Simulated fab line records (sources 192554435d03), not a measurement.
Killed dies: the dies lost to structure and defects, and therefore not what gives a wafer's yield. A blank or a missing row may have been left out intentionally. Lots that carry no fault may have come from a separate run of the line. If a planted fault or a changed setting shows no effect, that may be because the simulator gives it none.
Split-lot experiment ; flow n5Finfet ; 39 wafers read from 7 lots, route of 1938 steps

THE SPLIT ITSELF
At N5_BEOL_M7_ILD_DEP_00 (deposits SiCOH lowk from DEMS/porogen, target thk 179.75 nm, time 33.4 s), the setting timeS was moved away from the recipe's 33.4 s on 12 of the 39 wafers read, by -41.8% to +53.8%. All remaining wafers had this setting at the recipe value.

FROM THE SPLIT TO THE READING: what the file shows between them, 1 step
- N5_BEOL_M7_CURE_74: cures SiCOH lowk, time 240 s

THE READING
Values of M7_ILD_THK in nm from N5_BEOL_M7_THK_MEAS_01. On this fab line, fault-free wafers typically give 155.4 nm with a standard deviation of 1.9 nm.

wafer;tool, chamber at the split;timeS as run, s;against the recipe;M7_ILD_THK, nm;against lot-mates on the recipe
L075.1;pecvd-04, 0;51.38;+53.8%;236.0;+83.9
L075.2;pecvd-04, 1;33.4;recipe;153.0;-
L075.3;pecvd-04, 2;33.4;recipe;150.6;-
L075.4;pecvd-04, 2;33.4;recipe;152.8;-
L075.5;pecvd-04, 1;51.38;+53.8%;240.0;+87.9
L075.6;pecvd-04, 0;51.38;+53.8%;239.8;+87.7
L079.1;pecvd-04, 0,2;33.4;recipe;154.3;-
L079.2;pecvd-04, 2;33.4;recipe;151.5;-
L079.3;pecvd-04, 1;33.4;recipe;153.3;-
L079.4;pecvd-04, 0,1;33.4;recipe;156.8;-
L079.5;pecvd-04, 0,1;33.4;recipe;156.8;-
L079.6;pecvd-04, 0,2;33.4;recipe;154.2;-
L080.1;pecvd-02, 2;49.43;+48.0%;228.2;+72.6
L080.2;pecvd-02, 1;49.43;+48.0%;229.0;+73.4
L080.3;pecvd-02, 0;33.4;recipe;153.6;-
L080.4;pecvd-02, 2;33.4;recipe;154.8;-
L080.5;pecvd-02, 1;33.4;recipe;158.5;-
L080.6;pecvd-02, 0;49.43;+48.0%;231.2;+75.6
L085.1;pecvd-02, 1;33.4;recipe;156.7;-
L085.2;pecvd-02, 2;33.4;recipe;154.7;-
L085.4;pecvd-02, 0;33.4;recipe;158.9;-
L089.1;pecvd-04, 0;19.44;-41.8%;92.6;-61.5
L089.2;pecvd-04, 2;33.4;recipe;153.4;-
L089.3;pecvd-04, 1;33.4;recipe;153.1;-
L089.4;pecvd-04, 0;19.44;-41.8%;93.0;-61.1
L089.5;pecvd-04, 2;19.44;-41.8%;90.8;-63.3
L089.6;pecvd-04, 1;33.4;recipe;155.9;-
L090.1;pecvd-03, 0,2;33.4;recipe;155.8;-
L090.2;pecvd-03, 1;50.97;+52.6%;234.7;+78.4
L090.3;pecvd-03, 0,2;33.4;recipe;155.8;-
L090.4;pecvd-03, 0;33.4;recipe;157.4;-
L090.5;pecvd-03, 2;50.97;+52.6%;237.5;+81.2
L090.6;pecvd-03, 1;50.97;+52.6%;239.4;+83.1
L097.1;pecvd-02, 1;33.4;recipe;156.1;-
L097.2;pecvd-02, 2;33.4;recipe;154.4;-
L097.3;pecvd-02, 0;33.4;recipe;154.7;-
L097.4;pecvd-02, 2;33.4;recipe;157.5;-
L097.5;pecvd-02, 1,0;33.4;recipe;157.2;-
L097.6;pecvd-02, 1,0;33.4;recipe;157.1;-
If several chambers appear in one row, that row covers several wafers at once and the file leaves open which wafer was in which chamber.

FIT RESULTS
A straight line over all 39 wafers: M7_ILD_THK changes by +1.54 nm for each +1% of timeS; r = +1.00; the points scatter about the line by 2 nm.
The same after taking each lot's own level away (the mean of its wafers on the recipe; 39 wafers): +1.54 nm for each +1%; r = +1.00; scatter 1.9 nm.
That fit puts the effect of the largest move of timeS on the reading at 83 nm.
Across the lots, their own levels run from 152.13 to 156.77 nm, a range of 2.4 times the standard deviation given above.
Hence the lot-to-lot level has little effect on the slope; both slopes agree.
Check: +83.5 nm against its lot-mates is what the line predicts for one of the wafers moved furthest among these (+53.8%) when that wafer is left out of the fit. Against them it came out at +83.9 nm.

ADDITIONAL SPLITS CARRIED BY THESE WAFERS
These wafers also went through other splits before the reading. Each is held against what the fit with the lots' levels taken away leaves over:
other split on the same wafers;wafers away from the commonest value;r with M7_ILD_THK (lot level and that fit taken away)
N5_MOL_CONTACT_COAG_ETCHBACK_136 targetDepthA;12;-0.20

THE WHOLE CHAIN: every reading that the file lists as answering this split, in the file's order
step;what it does;reading;change (the file's fit);r (the file's)
N5_BEOL_M7_ILD_DEP_00;deposits SiCOH lowk from DEMS/porogen, target thk 179.75 nm, time 33.4 s;SiCOH_lowk_of_BEOL_M7_ILD_DEP_00.thkNm (the simulator's own value, which no gauge read);+1.77 nm for each +1% of the setting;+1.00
N5_BEOL_M7_CURE_74;cures SiCOH lowk, time 240 s;SiCOH_lowk_of_BEOL_M7_ILD_DEP_00.thkNm (the simulator's own value, which no gauge read);+1.55 nm for each +1% of the setting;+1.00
N5_BEOL_M7_THK_MEAS_01;;M7_ILD_THK;+1.55 for each +1% of the setting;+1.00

FILE'S OWN FIT
M7_ILD_THK changes by +1.55 nm for each +1% of timeS, r = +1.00.
